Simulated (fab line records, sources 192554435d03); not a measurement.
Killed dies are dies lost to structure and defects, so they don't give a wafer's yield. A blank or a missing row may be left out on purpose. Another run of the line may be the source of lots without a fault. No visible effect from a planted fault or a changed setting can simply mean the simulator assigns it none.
fab line records	flow n5-finfet
[record] lots = 6	wafers = 18	last-day = 16
route steps=1938 shown DUMMY_REMOVAL@380 HKMG_FIN@385 BEOL_M4@1111
lots untouched by any fault: they come from a run of this same line in which no faults occurred
start-h: start of the lot's first displayed wafer, in hours after the record's first day	wait-h: how many hours have passed since the lot's step before this one	" same as the row above	L1.1+2: a single row standing in for several wafers	- value missing, or start not given	* or withheld: withheld	< > ~ a bound
route shown NAME@n: a module of which the file shows steps, and the number in the route of the first	usual: mean and standard deviation over wafers with no fault	same: alike in all rows	chamber/n: place in a boat	sites: each site's reading	_std_site: standard deviation of those values	_edge_site: mean of outer sites minus mean of inner sites	radius-mm: how far each site lies from the wafer's centre	mask NAME#n: copy n	behind: the last tool/chamber to shape the wafer	hold: why the lot went on hold/how many hours it stayed there/how the hold came to an end	device: names the non-switching transistor (n, p or np)	end of line: tests of these same wafers at the route's end	a step given without rows: its recipe and nothing more	killed: dies lost to structure and defects at the first sort, not the wafer's yield	map: shows each die of a wafer: x if killed, . if not, _ if none is there
set.NAME: the run value of the setting; set.NAME@STEP: its run value at that earlier step	model.NAME: the simulator's own value behind a step, which no gauge read
a table for each step, a row for each wafer; lots at some steps of the route
services: from which hour (start-h, from the record's first day; less than 0 if before it) a tool's chamber was out of use, for how many hours, and why
[[steps]]
[step N5_DUMMY_REMOVAL_DUMMY_REMOVE_02]
[recipe] chemistry = TMAH	temp-c = 70	target = poly-Si	stop-on = SiO2	target-depth-nm = 142	conc-wt-pct = 5	time-s = 57	dry = ipa-marangoni	rinse-time-s = 30	rinse-temp-c = 23
[step N5_DUMMY_REMOVAL_INSPECT_06]
[recipe] inspect-instrument = brightfield	mode = aei
[usual] raw-defect-count = 12/5.2
lot.wafer	tool	chamber	start-h	wait-h	raw-defect-count
L403.2	defect-inspect-01	-	76.69	0.0	5
L403.3	"	-	"	"	5
L403.5	"	-	"	"	6
L404.1	defect-inspect-02	-	80.71	0.0	9
L404.4	"	-	"	"	16
L404.6	"	-	"	"	11
L408.2	defect-inspect-01	-	111.08	0.0	6
L408.3	"	-	"	"	13
L408.4	"	-	"	"	8
L420.1	defect-inspect-01	-	175.42	0.0	14
L420.2	"	-	"	"	5
L420.3	"	-	"	"	15
L422.1	defect-inspect-01	-	196.79	0.0	7
L422.2	"	-	"	"	13
L422.5	"	-	"	"	6
L423.1	defect-inspect-02	-	196.90	0.0	12
L423.4	"	-	"	"	9
L423.5	"	-	"	"	24
[step N5_DUMMY_REMOVAL_PRECLEAN_08]
[recipe] chemistry = NF3:NH3	afs-cycles = 2	temp-c = 30	time-s = 20	sublimation-temp-c = 180	sublimation-time-s = 60	pressure-torr = 3	rf-power-w = 30
[step N5_DUMMY_REMOVAL_PRECLEAN_04]
[recipe] chemistry = DHF	time-s = 37	temp-c = 25	dilution = 500:1
[step N5_DUMMY_REMOVAL_SRD_05]
[recipe] dry = ipa-marangoni	do-ppb = 5	time-s = 30	temp-c = 23	rinse-liquid = diw
[step N5_HKMG_FIN_IL_REGROW_00]
[recipe] material = SiO2	target-thk-a = 7.5	chemistry = O3	temp-c = withheld	time-s = 30
[step N5_HKMG_FIN_HK_ALD_01]
[recipe] material = HfO2	target-thk-a = 16	temp-c = withheld	ald-precursor-family = HfCl4	ald-co-reactant = H2O	pulse-time-s = 3	purge-time-s = 3	co-reactant-purge-time-s = 2.5	co-reactant-pulse-time-s = 0.3	ald-cycles = 30
[usual] precursor-pulse-height-rel = 0.999/0.021
lot.wafer	tool	chamber	start-h	wait-h	precursor-pulse-height-rel
L403.2	ald-hk-02	2	77.04	0.0	1.007
L403.3	"	3	"	"	1.015
L403.5	"	3	"	"	0.958
L404.1	ald-hk-01	1	81.07	0.0	1.006
L404.4	"	3	"	"	1.045
L404.6	"	2	"	"	0.953
L408.2	ald-hk-03	2	111.44	0.0	0.995
L408.3	"	1	"	"	1.005
L408.4	"	0	"	"	0.989
L420.1	ald-hk-01	0	175.88	0.0	0.979
L420.2	"	1	"	"	1.022
L420.3	"	3	"	"	0.996
L422.1	ald-hk-03	3	197.15	0.0	0.958
L422.2	"	0	"	"	1.002
L422.5	"	1	"	"	0.995
L423.1	ald-hk-01	3	197.25	0.0	1.018
L423.4	"	2	"	"	1.025
L423.5	"	1	"	"	1.031
[step N5_HKMG_FIN_HK_ANNEAL_02]
[recipe] temp-c = 700	time-s = 30	ambient = N2	idle-temp-c = 600	ramp-up-c-per-s = 150	ramp-down-c-per-s = 60	cool-to-c = 600
[usual] lamp-power-pct = 8.79/0.058	wafer_temp_C_max = 702.9/0.63
lot.wafer	tool	chamber	start-h	wait-h	lamp-power-pct	wafer_temp_C_max
L403.2	rtp-anneal-01	0	77.44	0.3	8.70	703.1
L403.3	"	0	"	"	8.71	703.3
L403.5	"	0	"	"	8.80	703.3
L404.1	rtp-anneal-01	0	81.25	0.1	8.88	702.6
L404.4	"	0	"	"	8.82	703.2
L404.6	"	0	"	"	8.79	703.6
L408.2	rtp-anneal-02	0	111.65	0.1	8.76	701.6
L408.3	"	0	"	"	8.79	703.2
L408.4	"	0	"	"	8.81	702.7
L420.1	rtp-anneal-02	0	176.07	0.1	8.72	701.7
L420.2	"	0	"	"	8.81	702.1
L420.3	"	0	"	"	8.86	703.0
L422.1	rtp-anneal-02	0	197.42	0.2	8.86	702.1
L422.2	"	0	"	"	8.84	705.3
L422.5	"	0	"	"	8.82	704.0
L423.1	rtp-anneal-02	0	197.60	0.3	8.88	702.4
L423.4	"	0	"	"	8.69	703.4
L423.5	"	0	"	"	8.73	703.0
[step N5_HKMG_FIN_ALD_74]
[recipe] material = La2O3	target-thk-a = 5	temp-c = 250	ald-precursor-family = La-Cp	ald-co-reactant = O3	pulse-time-s = 6	co-reactant-pulse-time-s = 1	purge-time-s = 3	co-reactant-purge-time-s = 3
[step N5_HKMG_FIN_ALD_75]
[recipe] material = Al2O3	target-thk-a = 10	temp-c = 150	ald-precursor-family = TMA	ald-co-reactant = H2O	pulse-time-s = withheld	co-reactant-pulse-time-s = 1
[usual] heater-power-w = 146/11	precursor-pulse-height-rel = 1.002/0.021
lot.wafer	tool	chamber	start-h	wait-h	heater-power-w	precursor-pulse-height-rel
L403.2	ald-hk-03	2	77.70	0.0	155	0.997
L403.3	"	1	"	"	155	0.995
L403.5	"	0	"	"	144	1.023
L404.1	ald-hk-03	3	81.55	0.0	145	0.999
L404.4	"	1	"	"	152	1.019
L404.6	"	0	"	"	146	0.968
L408.2	ald-hk-01	3	111.99	0.1	150	0.977
L408.3	"	0	"	"	177	0.982
L408.4	"	2	"	"	155	1.028
L420.1	ald-hk-02	2	176.36	0.0	150	1.001
L420.2	"	1	"	"	140	1.018
L420.3	"	0	"	"	125	1.000
L422.1	ald-hk-02	2	197.71	0.0	147	0.990
L422.2	"	3	"	"	142	0.964
L422.5	"	3	"	"	144	1.023
L423.1	ald-hk-03	3	197.89	0.0	148	0.995
L423.4	"	2	"	"	160	1.023
L423.5	"	0	"	"	144	1.011
[step N5_HKMG_FIN_COAT_41]
[recipe] resist = SOC	temp-c = 250	time-s = 60	spin-rpm = 1500	resist-thk-nm = 300
[step N5_HKMG_FIN_COAT_42]
[recipe] resist = SiARC	temp-c = 220	time-s = 60	spin-rpm = 1500	resist-thk-nm = 35
[step N5_HKMG_FIN_COAT_43]
[recipe] resist = CAR-ArF	spin-rpm = 1500	resist-thk-nm = 90
[usual] spin-speed-rpm = 1499.8/0.82
lot.wafer	tool	chamber	start-h	wait-h	spin-speed-rpm	model.CAR-ArF_of_HKMG_FIN_COAT_43.thk-nm
L403.2	litho-track-04	0	77.81	-	1500.4	90
L403.3	"	0	"	"	1501.2	90.2
L403.5	"	0	"	"	1498.3	89.8
L404.1	litho-track-02	0	81.65	-	1499.5	90
L404.4	"	0	"	"	1501.3	90
L404.6	"	0	"	"	1499.9	90.2
L408.2	litho-track-02	0	112.17	-	1500.0	90.4
L408.3	"	0	"	"	1500.8	90.4
L408.4	"	0	"	"	1499.3	90.2
L420.1	litho-track-04	0	176.46	-	1582.0	87.6
L420.2	"	0	"	"	1580.5	87.8
L420.3	"	0	"	"	1582.0	87.6
L422.1	litho-track-04	0	197.81	-	1581.8	87.4
L422.2	"	0	"	"	1582.9	87.2
L422.5	"	0	"	"	1580.8	87.4
L423.1	litho-track-03	0	197.99	-	1498.7	90.2
L423.4	"	0	"	"	1499.8	90.4
L423.5	"	0	"	"	1499.7	90.4
[step N5_HKMG_FIN_EBR_45]
[recipe] solvent = PGMEA	ebr-width-mm = 1.5
[step N5_HKMG_FIN_SOFTBAKE_44]
[recipe] temp-c = 110	time-s = 60	resist = CAR-ArF
[step N5_HKMG_FIN_EXPOSE_46]
[recipe] mask-id = NDIPOLE	na = 1.35	source-shape = conventional	sigma-outer = 0.8	polarization = unpolarized	dose-mj = 40
[step N5_HKMG_FIN_PEB_47]
[recipe] peb-temp-c = withheld	peb-time-s = 60	resist = CAR-ArF
[step N5_HKMG_FIN_DEVELOP_48]
[recipe] develop-time-s = 30	developer = TMAH	resist = CAR-ArF	rinse-liquid = diw	dry = air-spin	dev-temp-c = 23
[step N5_HKMG_FIN_CD_MEAS_49]
[recipe] target-cd-nm = 202	landing-energy-ev = 500	detector = se-inlens	polarity = opening
[usual] cd-nm = 202.4/0.5
lot.wafer	tool	chamber	start-h	wait-h	cd-nm
L403.2	cd-sem-02	0	78.17	-	202.3
L403.3	"	0	"	"	201.8
L403.5	"	0	"	"	202.9
L404.1	cd-sem-03	0	81.89	-	204.2
L404.4	"	0	"	"	203.0
L404.6	"	0	"	"	202.8
L408.2	cd-sem-02	0	112.53	-	202.0
L408.3	"	0	"	"	201.8
L408.4	"	0	"	"	202.6
L420.1	cd-sem-01	0	176.83	-	202.9
L420.2	"	0	"	"	202.9
L420.3	"	0	"	"	202.5
L422.1	cd-sem-01	0	198.17	-	202.3
L422.2	"	0	"	"	203.1
L422.5	"	0	"	"	202.4
L423.1	cd-sem-01	0	198.35	-	202.6
L423.4	"	0	"	"	202.0
L423.5	"	0	"	"	202.6
[step N5_HKMG_FIN_OVL_MEAS_50]
[recipe] points-per-wafer = 44
[usual] NDIPOLE_OVL = 0.3/0.89
lot.wafer	tool	chamber	start-h	wait-h	NDIPOLE_OVL[nm]
L403.2	overlay-01	0	78.20	0.0	-1.2
L403.3	"	0	"	"	0.5
L403.5	"	0	"	"	0.1
L404.1	overlay-02	0	81.92	0.0	-0.5
L404.4	"	0	"	"	0.4
L404.6	"	0	"	"	0.1
L408.2	overlay-02	0	112.56	0.0	0.6
L408.3	"	0	"	"	0.8
L408.4	"	0	"	"	1.0
L420.1	overlay-01	0	176.86	0.0	0.1
L420.2	"	0	"	"	0.5
L420.3	"	0	"	"	1.1
L422.1	overlay-01	0	198.20	0.0	-0.2
L422.2	"	0	"	"	-1.1
L422.5	"	0	"	"	-0.6
L423.1	overlay-01	0	198.38	0.0	0.7
L423.4	"	0	"	"	1.7
L423.5	"	0	"	"	0.2
[step N5_HKMG_FIN_INSPECT_61]
[recipe] mode = adi	inspect-instrument = macro
[usual] raw-defect-count = 2.3/1.4
lot.wafer	tool	chamber	start-h	wait-h	raw-defect-count
L403.2	defect-inspect-02	-	78.22	0.0	1
L403.3	"	-	"	"	4
L403.5	"	-	"	"	1
L404.1	defect-inspect-02	-	81.94	0.0	2
L404.4	"	-	"	"	1
L404.6	"	-	"	"	3
L408.2	defect-inspect-01	-	112.59	0.0	3
L408.3	"	-	"	"	4
L408.4	"	-	"	"	3
L420.1	defect-inspect-01	-	176.88	0.0	2
L420.2	"	-	"	"	3
L420.3	"	-	"	"	2
L422.1	defect-inspect-01	-	198.23	0.0	1
L422.2	"	-	"	"	5
L422.5	"	-	"	"	4
L423.1	defect-inspect-01	-	198.41	0.0	0
L423.4	"	-	"	"	3
L423.5	"	-	"	"	3
[step N5_HKMG_FIN_DESCUM_53]
[recipe] chemistry = O2	time-s = 7.9	source-power-w = 50	bias-power-w = 20	pressure-mtorr = 20	rf-frequency-hz = 2.712e+07	temp-c = 40	resist = CAR-ArF	o2-flow-sccm = 225
[usual] drypump-motor-current-A = 5.5/0.48	oes-product-au = 0.81/0.11	rf-vpp-V = 242.9/1.5	showerhead-plenum-p-Torr = 2.08/0.078	throttle-valve-pct = 20.43/0.27
lot.wafer	tool	chamber	start-h	wait-h	drypump-motor-current-A	oes-product-au	rf-hours-counter-h	rf-vpp-V	showerhead-plenum-p-Torr	throttle-valve-pct
L403.2	rie-diel-04	1	78.26	0.0	6.0	0.76	159	244.9	2.18	20.76
L403.3	"	2	"	"	5.1	0.72	228	243.6	2.08	20.58
L403.5	"	2	"	"	5.1	0.72	-	245.0	2.08	20.58
L404.1	rie-diel-03	1	81.97	0.0	5.3	0.86	42	242.1	2.07	20.23
L404.4	"	2	"	"	5.8	0.72	-	241.7	2.09	20.43
L404.6	"	1	"	"	5.3	0.87	-	241.0	2.06	20.24
L408.2	rie-diel-03	3	112.62	0.0	5.1	0.76	120	244.7	2.17	20.25
L408.3	"	2	"	"	5.9	0.72	194	243.5	2.09	20.48
L408.4	"	0	"	"	6.1	0.95	9	241.7	2.06	20.69
L420.1	rie-diel-02	0	176.91	0.0	5.1	0.70	218	241.6	1.97	20.82
L420.2	"	3	"	"	5.3	0.91	29	245.8	2.23	20.29
L420.3	"	2	"	"	5.1	0.85	59	242.7	2.04	20.30
L422.1	rie-diel-02	3	198.48	0.3	5.3	0.90	38	243.8	2.23	20.31
L422.2	"	0	"	"	5.1	0.70	225	241.7	1.97	20.85
L422.5	"	0	"	"	5.1	0.70	-	241.7	1.97	20.86
L423.1	rie-diel-04	3	198.88	0.5	6.2	0.93	7	242.2	2.06	20.08
L423.4	"	3	"	"	6.2	0.93	-	242.4	2.06	20.10
L423.5	"	1	"	"	6.0	0.72	-	243.9	2.16	20.84
[step N5_HKMG_FIN_ETCH_54]
[recipe] chemistry = CF4	target = SiARC	target-depth-a = 455	mask-material = CAR-ArF	time-s = 75.8	ion-energy-ev = 80	pressure-mtorr = 40	source-w = 545	bias-w = 36	Ar_flow_sccm = 100	cf4-flow-sccm = 100	ends = cleared
[usual] drypump-motor-current-A = 5.5/0.48	etch-rf-on-time-s = 75.6/1.3	oes-product-au = 0.69/0.09	rf-vpp-V = 184.0/1.2	showerhead-plenum-p-Torr = 2.13/0.075	throttle-valve-pct = 15.6/0.31
lot.wafer	tool	chamber	start-h	wait-h	drypump-motor-current-A	etch-rf-on-time-s	oes-product-au	rf-hours-counter-h	rf-vpp-V	showerhead-plenum-p-Torr	throttle-valve-pct	model.CAR-ArF_of_HKMG_FIN_COAT_43.thk-nm
L403.2	rie-diel-04	3	78.29	0.0	6.1	76.5	0.61	224	183.6	2.10	15.6	50.8
L403.3	"	0	"	"	5.0	75.2	0.61	217	184.7	2.11	15.8	51
L403.5	"	2	"	"	5.1	74.7	0.62	-	183.4	2.11	15.7	50.4
L404.1	rie-diel-03	1	82.01	0.0	5.3	74.6	0.75	42	183.6	2.10	15.3	51
L404.4	"	2	"	"	5.9	76.3	0.63	-	184.6	2.12	15.6	50.8
L404.6	"	1	"	"	5.3	75.5	0.75	-	183.5	2.10	15.3	51
L408.2	rie-diel-03	3	112.65	0.0	5.2	76.3	0.66	120	185.3	2.25	15.7	51.2
L408.3	"	2	"	"	5.9	76.1	0.62	194	182.5	2.12	15.6	51.4
L408.4	"	0	"	"	6.1	74.7	0.80	9	183.3	2.10	15.7	51
L420.1	rie-diel-02	0	176.95	0.0	5.1	76.3	0.61	218	182.8	2.04	16.1	48.4
L420.2	"	3	"	"	5.3	74.1	0.79	29	185.9	2.26	15.3	48.6
L420.3	"	2	"	"	5.1	74.4	0.72	59	182.7	2.08	15.4	48.4
L422.1	rie-diel-02	3	198.52	0.0	5.3	74.9	0.77	38	185.7	2.26	15.3	48.2
L422.2	"	0	"	"	5.1	75.8	0.60	225	182.7	2.04	16.1	48
L422.5	"	0	"	"	5.1	76.2	0.60	-	183.4	2.04	16.1	48.4
L423.1	rie-diel-04	3	198.91	0.0	6.2	77.6	0.78	7	184.7	2.09	15.2	51.2
L423.4	"	3	"	"	6.2	77.4	0.79	-	184.1	2.09	15.2	51.2
L423.5	"	1	"	"	6.0	76.3	0.61	-	184.1	2.21	16.0	51.2
[step N5_HKMG_FIN_ETCH_55]
[recipe] chemistry = N2/H2	target = SOC	target-depth-a = 2400	temp-c = 40	time-s = 300	ion-energy-ev = 200	mask-material = SiARC	pressure-mtorr = 30	source-w = 840	bias-w = 150	n2-flow-sccm = 200	h2-flow-sccm = 200
[usual] drypump-motor-current-A = 5.5/0.48	oes-product-au = 0.81/0.11	rf-vpp-V = 523.6/2.7	showerhead-plenum-p-Torr = 2.53/0.092	throttle-valve-pct = 17.8/0.31
lot.wafer	tool	chamber	start-h	wait-h	drypump-motor-current-A	oes-product-au	rf-hours-counter-h	rf-vpp-V	showerhead-plenum-p-Torr	throttle-valve-pct
L403.2	rie-diel-04	2	78.35	0.0	5.1	0.72	228	522.8	2.51	17.9
L403.3	"	0	"	"	5.0	0.70	217	521.8	2.54	18.3
L403.5	"	2	"	"	5.1	0.72	-	523.0	2.51	18.0
L404.1	rie-diel-03	1	82.07	0.0	5.3	0.88	42	522.2	2.47	17.4
L404.4	"	2	"	"	5.8	0.73	-	522.1	2.53	17.9
L404.6	"	1	"	"	5.3	0.87	-	521.5	2.47	17.4
L408.2	rie-diel-03	3	112.71	0.0	5.2	0.76	120	526.2	2.67	17.8
L408.3	"	2	"	"	5.8	0.73	194	523.0	2.53	18.0
L408.4	"	0	"	"	6.2	0.96	9	523.7	2.50	18.0
L420.1	rie-diel-02	0	177.01	0.0	5.1	0.72	218	518.6	2.40	18.2
L420.2	"	3	"	"	5.3	0.92	29	529.1	2.69	17.5
L420.3	"	2	"	"	5.1	0.85	59	522.2	2.49	17.8
L422.1	rie-diel-02	3	198.57	0.0	5.3	0.90	38	527.1	2.69	17.5
L422.2	"	0	"	"	5.1	0.70	225	519.3	2.40	18.2
L422.5	"	0	"	"	5.1	0.71	-	519.4	2.40	18.2
L423.1	rie-diel-04	3	198.97	0.0	6.2	0.90	7	522.6	2.50	17.4
L423.4	"	3	"	"	6.2	0.93	-	523.3	2.50	17.4
L423.5	"	1	"	"	6.1	0.72	-	525.9	2.62	18.2
[step N5_BEOL_M4_RC_MEAS_101]
[usual] DIBL_N = 35.8/1.5	DIBL_P = 35.9/1.8	IOFF_N = 0.152/0.025	IOFF_P = 0.21/0.031	ION_N = 672/11	ION_P = 462/7.4	SS_N = 71.5/0.52	SS_P = 73.2/0.54	VT_N = 250/3	VT_P = -250/3.3
lot.wafer	tool	chamber	start-h	wait-h	DIBL_N[mV/V]	DIBL_P[mV/V]	IOFF_N[nA/um]	IOFF_P[nA/um]	ION_N[uA/um]	ION_P[uA/um]	SS_N[mV/dec]	SS_P[mV/dec]	VT_N[mV]	VT_P[mV]
L403.2	prober-01	0	166.33	0.2	37.8	38.7	0.198	0.22	684	461	72.5	73.6	248	-250
L403.3	"	0	"	"	36.6	38.0	0.177	0.22	681	464	72.1	73.4	247	-248
L403.5	"	0	"	"	37.0	37.6	0.164	0.20	660	451	72.4	73.2	250	-249
L404.1	prober-02	0	178.78	0.0	39.1	38.8	0.194	0.27	677	465	71.8	73.5	247	-245
L404.4	"	0	"	"	38.1	38.1	0.171	0.25	681	476	71.5	73.6	250	-246
L404.6	"	0	"	"	40.1	39.1	0.219	0.28	693	476	72.9	74.2	244	-245
L408.2	prober-02	0	218.54	0.2	37.1	39.4	0.164	0.21	678	463	71.6	73.3	252	-253
L408.3	"	0	"	"	37.4	38.7	0.163	0.20	682	463	72.0	73.4	248	-252
L408.4	"	0	"	"	35.9	37.6	0.148	0.18	686	457	71.4	72.9	249	-253
L420.1	prober-02	0	271.44	0.0	32.3	33.9	0.127	0.18	663	456	71.3	71.4	252	-251
L420.2	"	0	"	"	35.1	37.7	0.185	0.25	683	467	71.7	73.6	247	-248
L420.3	"	0	"	"	33.5	34.7	0.147	0.20	671	459	71.0	72.7	249	-250
L422.1	prober-01	0	289.18	0.0	32.4	33.3	0.116	0.20	660	468	71.5	72.3	253	-248
L422.2	"	0	"	"	34.6	35.6	0.152	0.23	689	477	71.6	72.6	250	-247
L422.5	"	0	"	"	34.5	35.4	0.141	0.22	656	459	71.5	73.0	252	-245
L423.1	prober-02	0	300.36	0.0	34.1	34.8	0.141	0.20	655	454	71.6	73.6	250	-249
L423.4	"	0	"	"	35.3	36.5	0.157	0.22	672	467	71.7	73.4	248	-248
L423.5	"	0	"	"	37.5	39.3	0.206	0.28	681	471	71.9	74.0	247	-246
[[services]]
tool	chamber	start-h	hours	kind
rie-diel-03	0	63.04	1.6	repair
rtp-anneal-02	-	75.97	2.9	pm
rie-diel-02	3	87.23	-	clean
rie-diel-02	3	87.23	-	consumable-replace:focus-ring
rie-diel-02	3	87.23	-	consumable-replace:showerhead
rie-diel-02	3	87.23	14.4	scheduled-down
rie-diel-02	3	87.23	14.4	vent-cycle
rie-diel-03	1	129.58	13.2	repair
rie-diel-04	2	139.87	-	clean
rie-diel-04	2	139.87	-	consumable-replace:focus-ring
rie-diel-04	2	139.87	23.9	scheduled-down
rie-diel-04	2	139.87	23.9	vent-cycle
ald-hk-01	-	163.24	8.7	pm
rie-diel-04	3	163.89	-	clean
rie-diel-04	3	163.89	-	consumable-replace:focus-ring
rie-diel-04	3	163.89	13.6	scheduled-down
rie-diel-04	3	163.89	13.6	vent-cycle
rie-diel-02	1	166.72	-	clean
rie-diel-02	1	166.72	-	consumable-replace:focus-ring
rie-diel-02	1	166.72	15.5	scheduled-down
rie-diel-02	1	166.72	15.5	vent-cycle
rie-diel-04	0	177.63	-	clean
rie-diel-04	0	177.63	-	consumable-replace:focus-ring
rie-diel-04	0	177.63	29.9	scheduled-down
[[key]]
[first-sign] step = N5_HKMG_FIN_COAT_43	reading = spin-speed-rpm	direction = up	sigmas = 99+	usual = *	struck = *
effect none on later readings
[model-effect] step = N5_HKMG_FIN_COAT_43	value = CAR-ArF_of_HKMG_FIN_COAT_43.thk-nm	without = 89.83	struck = 87.5
[model-effect] step = N5_HKMG_FIN_ETCH_54	value = CAR-ArF_of_HKMG_FIN_COAT_43.thk-nm	without = 50.67	struck = 48.33
met-at N5_HKMG_FIN_COAT_43
struck-wafers L420.1,L420.2,L420.3,L422.1,L422.2,L422.5
onset-between 77.81 176.46
[fault] kind = process-parameter-drift	tool = litho-track-04	chamber = -	onset-h = 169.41	steps = N5_HKMG_FIN_COAT_43	channel = spin-rpm	offset = *	shape = step	end-h = 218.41	acts-in = *	stated = *
